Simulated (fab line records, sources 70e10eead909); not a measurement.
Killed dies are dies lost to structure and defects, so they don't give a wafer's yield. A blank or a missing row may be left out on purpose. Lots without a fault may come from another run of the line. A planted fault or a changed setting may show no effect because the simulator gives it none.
Which tool did it? | flow nand_harc | 11 lots, 33 wafers sampled, at 4 steps of a route of 1302

WHAT THE GAUGES READ, wafer by wafer
The record holds no reading of a measuring or inspecting step that can be judged against a usual standard deviation.

WHICH TOOL RAN EACH LOT (tool, then ch and the chambers of the sampled wafers, then the start)
lot  | NHARC_A_SGD_CUT_STRIP_28                      | NHARC_A_SLIT_ETCH_29               | NHARC_A_WL_FILL_ALD_00           | NHARC_A_WL_FILL_STRIP_29
L830 | rie_diel-10 ch 0,1,3, day 20 16:36 or earlier | rie_diel-03 ch 0,1,2, day 20 16:36 | ald_hk-04 ch 0,1,3, day 20 23:54 | rie_diel-05 ch 0,1,2, day 21 12:02
L832 | rie_diel-13 ch 2,3, day 20 20:52 or earlier   | rie_diel-03 ch 0,2, day 20 20:52   | ald_hk-04 ch 0,1, day 21 04:25   | rie_diel-05 ch 0,1, day 21 15:47
L835 | rie_diel-13 ch 0,3, day 21 06:45 or earlier   | rie_diel-09 ch 1,2,3, day 21 06:45 | ald_hk-04 ch 0,1,2, day 21 14:06 | rie_diel-05 ch 0,2,3, day 22 02:56
L834 | rie_diel-10 ch 0,1,3, day 21 17:15 or earlier | rie_diel-12 ch 1,2, day 21 17:15   | ald_hk-02 ch 1,2,3, day 22 00:47 | rie_diel-08 ch 0,1,3, day 22 12:02
L836 | rie_diel-10 ch 0,3, day 22 16:02 or earlier   | rie_diel-09 ch 0,2,3, day 22 16:02 | ald_hk-02 ch 1,2,3, day 22 22:11 | rie_diel-05 ch 1,2,3, day 23 14:41
L842 | rie_diel-13 ch 0,3, day 25 05:19 or earlier   | rie_diel-09 ch 1,2,3, day 25 05:19 | ald_hk-01 ch 0,1,2, day 25 12:32 | rie_diel-08 ch 0,2, day 25 21:53
L844 | rie_diel-10 ch 1,2,3, day 25 18:34 or earlier | rie_diel-09 ch 1,2, day 25 18:34   | ald_hk-04 ch 0,3, day 26 01:46   | rie_diel-08 ch 0,3, day 26 13:36
L846 | rie_diel-07 ch 0,1,2, day 26 20:25 or earlier | rie_diel-12 ch 0,2,3, day 26 20:25 | ald_hk-01 ch 0,1, day 27 03:37   | rie_diel-05 ch 1,2,3, day 27 18:29
L848 | rie_diel-07 ch 0,1,3, day 27 08:00 or earlier | rie_diel-09 ch 2,3, day 27 08:00   | ald_hk-02 ch 1,2,3, day 27 15:08 | rie_diel-02 ch 1,2, day 28 02:43
L847 | rie_diel-10 ch 0,2,3, day 27 08:34 or earlier | rie_diel-12 ch 0,1,2, day 27 08:34 | ald_hk-02 ch 2,3, day 27 15:15   | rie_diel-08 ch 0,1, day 28 02:47
L849 | rie_diel-07 ch 1,2,3, day 28 03:01 or earlier | rie_diel-12 ch 1,3, day 28 03:01   | ald_hk-02 ch 2,3, day 28 10:14   | rie_diel-08 ch 2,3, day 28 21:34
- NHARC_A_SGD_CUT_STRIP_28: strips in O2, time 20 s.
- NHARC_A_SLIT_ETCH_29: etches the open film in CF4/O2, target depth 100 nm, overetch 10 nm, time 55 s.
- NHARC_A_WL_FILL_ALD_00: deposits Al2O3, target thk 3 nm, pulse time 3 s, ald cycles 30.
- NHARC_A_WL_FILL_STRIP_29: strips in O2, time 20 s.

WHAT THE TOOLS THEMSELVES READ (means of the sampled wafers that have a number; where no wafer has one, the mark that the record gives instead)
NHARC_A_SGD_CUT_STRIP_28. Usual: chamber_pressure_mTorr 60.00 mTorr, standard deviation 0.057; drypump_motor_current_A 5.8 A, standard deviation 0.36; mfc_ar_sccm 0.005 sccm, standard deviation 0.01; oes_product_au 1.000 a.u., standard deviation 0.013; rf_vpp_V 57.6 V, standard deviation 0.94; showerhead_plenum_p_Torr 3.45 Torr, standard deviation 0.15; throttle_valve_pct 17.036 %, standard deviation 0.0087.
lot  | tool        | chamber_pressure_mTorr (mTorr) | drypump_motor_current_A (A) | mfc_ar_sccm (sccm) | oes_product_au (a.u.) | rf_vpp_V (V) | showerhead_plenum_p_Torr (Torr) | throttle_valve_pct (%) | flag
L830 | rie_diel-10 | 60.00                          | 5.9                         | 0.001              | 1.002                 | 57.9         | 3.38                            | 17.034                 |
L832 | rie_diel-13 | 59.96                          | 5.6                         | 0.003              | 1.001                 | 58.6         | 3.56                            | 17.028                 |
L835 | rie_diel-13 | 60.03                          | 5.6                         | 0.000              | 1.004                 | 57.4         | 3.41                            | 17.032                 |
L834 | rie_diel-10 | 59.98                          | 5.9                         | 0.001              | 0.987                 | 57.6         | 3.38                            | 17.040                 |
L836 | rie_diel-10 | 60.02                          | 5.7                         | 0.001              | 0.998                 | 56.5         | 3.37                            | 17.036                 |
L842 | rie_diel-13 | 60.00                          | 5.5                         | 0.000              | 1.009                 | 57.4         | 3.41                            | 17.036                 |
L844 | rie_diel-10 | 59.99                          | 5.9                         | 0.003              | 0.993                 | 57.5         | 3.36                            | 17.042                 |
L846 | rie_diel-07 | 59.97                          | 5.9                         | 0.017              | 1.006                 | 58.0         | 3.49                            | 17.040                 |
L848 | rie_diel-07 | 60.04                          | 5.8                         | 0.004              | 0.988                 | 57.9         | 3.59                            | 17.031                 |
L847 | rie_diel-10 | 59.97                          | 5.7                         | 0.004              | 1.010                 | 57.4         | 3.35                            | 17.028                 |
L849 | rie_diel-07 | 60.00                          | 6.0                         | 0.014              | 1.004                 | 57.8         | 3.54                            | 17.041                 |

NHARC_A_SLIT_ETCH_29. Usual: cf4_flow_sccm 79.99 sccm, standard deviation 0.25; chamber_pressure_mTorr 30.000 mTorr, standard deviation 0.028; drypump_motor_current_A 6.0 A, standard deviation 0.42; mfc_ar_sccm 0.009 sccm, standard deviation 0.0099; oes_product_au 0.996 a.u., standard deviation 0.013; rf_vpp_V 197.6 V, standard deviation 1.1; showerhead_plenum_p_Torr 1.33 Torr, standard deviation 0.038; throttle_valve_pct 13.397 %, standard deviation 0.0094.
lot  | tool        | cf4_flow_sccm (sccm) | chamber_pressure_mTorr (mTorr) | drypump_motor_current_A (A) | mfc_ar_sccm (sccm) | oes_product_au (a.u.) | rf_vpp_V (V) | showerhead_plenum_p_Torr (Torr) | throttle_valve_pct (%) | flag
L830 | rie_diel-03 | 79.85                | 29.984                         | 6.1                         | 0.004              | 0.999                 | 197.6        | 1.33                            | 13.394                 |
L832 | rie_diel-03 | 79.79                | 30.005                         | 6.3                         | 0.000              | 0.995                 | 197.2        | 1.33                            | 13.390                 |
L835 | rie_diel-09 | 79.78                | 30.002                         | 6.2                         | 0.007              | 0.994                 | 198.5        | 1.35                            | 13.390                 |
L834 | rie_diel-12 | 79.95                | 30.006                         | 5.7                         | 0.018              | 1.004                 | 197.3        | 1.30                            | 13.402                 |
L836 | rie_diel-09 | 80.11                | 30.020                         | 5.9                         | 0.004              | 0.995                 | 198.1        | 1.33                            | 13.392                 |
L842 | rie_diel-09 | 79.93                | 29.995                         | 6.2                         | 0.007              | 0.976                 | 197.4        | 1.35                            | 13.401                 |
L844 | rie_diel-09 | 80.36                | 29.999                         | 6.1                         | 0.013              | 0.976                 | 197.5        | 1.36                            | 13.397                 |
L846 | rie_diel-12 | 80.21                | 30.000                         | 5.8                         | 0.018              | 1.000                 | 198.0        | 1.33                            | 13.392                 |
L848 | rie_diel-09 | 80.04                | 30.004                         | 6.1                         | 0.001              | 0.978                 | 198.5        | 1.36                            | 13.395                 |
L847 | rie_diel-12 | 80.06                | 29.974                         | 5.6                         | 0.022              | 0.997                 | 198.2        | 1.32                            | 13.397                 |
L849 | rie_diel-12 | 80.16                | 29.983                         | 6.2                         | 0.009              | 1.004                 | 197.1        | 1.31                            | 13.402                 |

NHARC_A_WL_FILL_ALD_00. Usual: heater_power_w 479 W, standard deviation 51; precursor_pulse_height_rel 0.998, standard deviation 0.019.
lot  | tool      | heater_power_w (W) | precursor_pulse_height_rel | flag
L830 | ald_hk-04 | 487                | 0.998                      |
L832 | ald_hk-04 | 495                | 1.004                      |
L835 | ald_hk-04 | 532                | 1.008                      |
L834 | ald_hk-02 | 449                | 1.003                      |
L836 | ald_hk-02 | 446                | 0.954                      |
L842 | ald_hk-01 | 511                | 0.985                      |
L844 | ald_hk-04 | 486                | 1.031                      |
L846 | ald_hk-01 | 525                | 0.999                      |
L848 | ald_hk-02 | 441                | 0.999                      |
L847 | ald_hk-02 | 412                | 0.989                      |
L849 | ald_hk-02 | 407                | 0.998                      |

NHARC_A_WL_FILL_STRIP_29. Usual: chamber_pressure_mTorr 60.00 mTorr, standard deviation 0.05; drypump_motor_current_A 5.7 A, standard deviation 0.37; mfc_ar_sccm 0.010 sccm, standard deviation 0.01; oes_product_au 1.000 a.u., standard deviation 0.01; rf_vpp_V 57.6 V, standard deviation 0.77; showerhead_plenum_p_Torr 3.52 Torr, standard deviation 0.14; throttle_valve_pct 17.035 %, standard deviation 0.0088.
lot  | tool        | chamber_pressure_mTorr (mTorr) | drypump_motor_current_A (A) | mfc_ar_sccm (sccm) | oes_product_au (a.u.) | rf_vpp_V (V) | showerhead_plenum_p_Torr (Torr) | throttle_valve_pct (%) | flag
L830 | rie_diel-05 | 59.98                          | 5.8                         | 0.009              | 1.000                 | 57.3         | 3.58                            | 17.033                 |
L832 | rie_diel-05 | 59.98                          | 5.6                         | 0.017              | 0.997                 | 57.8         | 3.50                            | 17.036                 |
L835 | rie_diel-05 | 60.04                          | 5.7                         | 0.004              | 1.005                 | 57.0         | 3.58                            | 17.032                 |
L834 | rie_diel-08 | 60.02                          | 5.9                         | 0.016              | 0.999                 | 58.1         | 3.44                            | 17.030                 |
L836 | rie_diel-05 | 60.00                          | 5.4                         | 0.012              | 1.002                 | 57.8         | 3.44                            | 17.033                 |
L842 | rie_diel-08 | 60.02                          | 5.6                         | 0.005              | 1.000                 | 57.7         | 3.64                            | 17.033                 |
L844 | rie_diel-08 | 60.00                          | 5.8                         | 0.007              | 1.008                 | 56.8         | 3.46                            | 17.035                 |
L846 | rie_diel-05 | 59.98                          | 5.4                         | 0.012              | 0.997                 | 58.0         | 3.44                            | 17.029                 |
L848 | rie_diel-02 | 59.96                          | 5.5                         | 0.002              | 1.003                 | 57.3         | 3.56                            | 17.042                 |
L847 | rie_diel-08 | 60.02                          | 5.6                         | 0.017              | 0.992                 | 57.6         | 3.40                            | 17.029                 |
L849 | rie_diel-08 | 60.02                          | 6.1                         | 0.016              | 0.994                 | 57.6         | 3.57                            | 17.034                 |

THE ANSWER, worked out from the rows above alone
Rule: a lot is off if the mean of its wafers that have a number lies more than 3 standard deviations from the usual mean. A lot without any number at a reading at which 4 lots or more have one is off too. The other lots that the step has rows for count as sound. The gauges are gone through in route order, then the tools' own readings, and for those a lot's mean is taken as printed above. The first step at which some lot is off is used, and at that step the reading that is off furthest; a lot without a number counts as furthest.
No lot is off at any reading shown: from this, nothing can be told.

WHAT THE SIMULATOR HAD PUT IN
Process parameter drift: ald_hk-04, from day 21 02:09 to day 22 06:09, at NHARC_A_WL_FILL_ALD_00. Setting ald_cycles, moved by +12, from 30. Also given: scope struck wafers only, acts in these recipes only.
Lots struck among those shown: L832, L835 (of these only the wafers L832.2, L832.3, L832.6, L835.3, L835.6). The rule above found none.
